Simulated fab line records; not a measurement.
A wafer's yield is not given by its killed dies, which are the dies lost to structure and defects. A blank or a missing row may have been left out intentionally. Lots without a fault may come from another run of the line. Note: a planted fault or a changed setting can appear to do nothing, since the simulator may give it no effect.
Split-lot trial -- flow n5-finfet -- on a route of 1938 steps: 7 lots, 21 wafers read

## THE SPLIT
At N5_BEOL_M8_TRENCH_ETCH_37 (etches SiCOH lowk in C4F6/O2, target depth 93.478 nm, time 31.2 s), the setting source-w was moved away from the recipe's 345 W on 7 of the 21 wafers read, by -11.3% to +9.3%. This setting was run at the recipe's value on the other wafers.

The reading is taken at the split's own step.

## THE READING
rf-vpp-V, in V, at N5_BEOL_M8_TRENCH_ETCH_37 (etches SiCOH lowk in C4F6/O2, target depth 93.478 nm, time 31.2 s). A value of 661 V with a standard deviation of 11 V is what fault-free wafers of this fab line usually give.

wafer,"tool, chamber at the split","source-w as run, W",against the recipe,"rf-vpp-V, V",against lot-mates on the recipe
L074.2,"rie-diel-06, 1",377,+9.3%,640,-12
L074.3,"rie-diel-06, 3",377,+9.3%,625,-27
L074.6,"rie-diel-06, 3",345,recipe,652,-
L076.1,"rie-diel-06, 1",306.1,-11.3%,712,+60
L076.2,"rie-diel-06, 3",306.1,-11.3%,695,+43
L076.5,"rie-diel-06, 3",345,recipe,652,-
L083.2,"rie-diel-03, 1",345,recipe,655,-
L083.3,"rie-diel-03, 3",345,recipe,648,-
L083.5,"rie-diel-03, 2",345,recipe,658,-
L084.1,"rie-diel-06, 0",345,recipe,679,-
L084.3,"rie-diel-06, 1",345,recipe,668,-
L084.6,"rie-diel-06, 1",345,recipe,668,-
L092.1,"rie-diel-03, 2",317.7,-7.9%,685,+37
L092.4,"rie-diel-03, 0",317.7,-7.9%,704,+56
L092.6,"rie-diel-03, 3",345,recipe,648,-
L095.1,"rie-diel-03, 0",345,recipe,673,-
L095.2,"rie-diel-03, 2",345,recipe,656,-
L095.4,"rie-diel-03, 1",345,recipe,654,-
L094.1,"rie-diel-03, 2",323.5,-6.2%,679,+32
L094.3,"rie-diel-03, 3",345,recipe,647,-
L094.5,"rie-diel-03, 3",345,recipe,647,-

FIT RESULTS
A straight line over all 21 wafers: rf-vpp-V changes by -3.67 V for each +1% of source-w; r = -0.88; the points scatter about the line by 10 V.
The same after taking each lot's own level away (the mean of its wafers on the recipe; 21 wafers): -3.99 V for each +1%; r = -0.92; scatter 9.3 V.
On that fit, the largest move of source-w shifts the reading by 45 V.
Across the lots, their own levels run from 647.0 to 671.7 V, a range of 2.2 times the standard deviation given above.
The two slopes agree, so the slope changes little with the lot-to-lot level.
Check: +45.7 V against its lot-mates is what the line predicts for one of the wafers moved furthest among these (-11.3%) when that wafer is left out of the fit. It came out at +60 V against them.
Tool readings at the split's step, against how far the setting was moved: rf-vpp-V r = -0.88.

## ADDITIONAL SPLITS CARRIED BY THESE WAFERS
These wafers also went through other splits before the reading. Each is held against what the fit with the lots' levels taken away leaves over:
other split on the same wafers,wafers away from the commonest value,r with rf-vpp-V (lot level and that fit taken away)
N5_BEOL_M6_EXPOSE_25 dose-mj,9,-0.18
N5_BEOL_M7_TRENCH_ETCH_37 source-w,9,+0.09
N5_BEOL_M7_ETCH_41 source-w,7,-0.20
N5_BEOL_M8_VIA_ETCH_34 source-w,7,+0.15

## FILE'S OWN FIT
rf-vpp-V changes by -4.24 V for each +1% of source-w, r = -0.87.
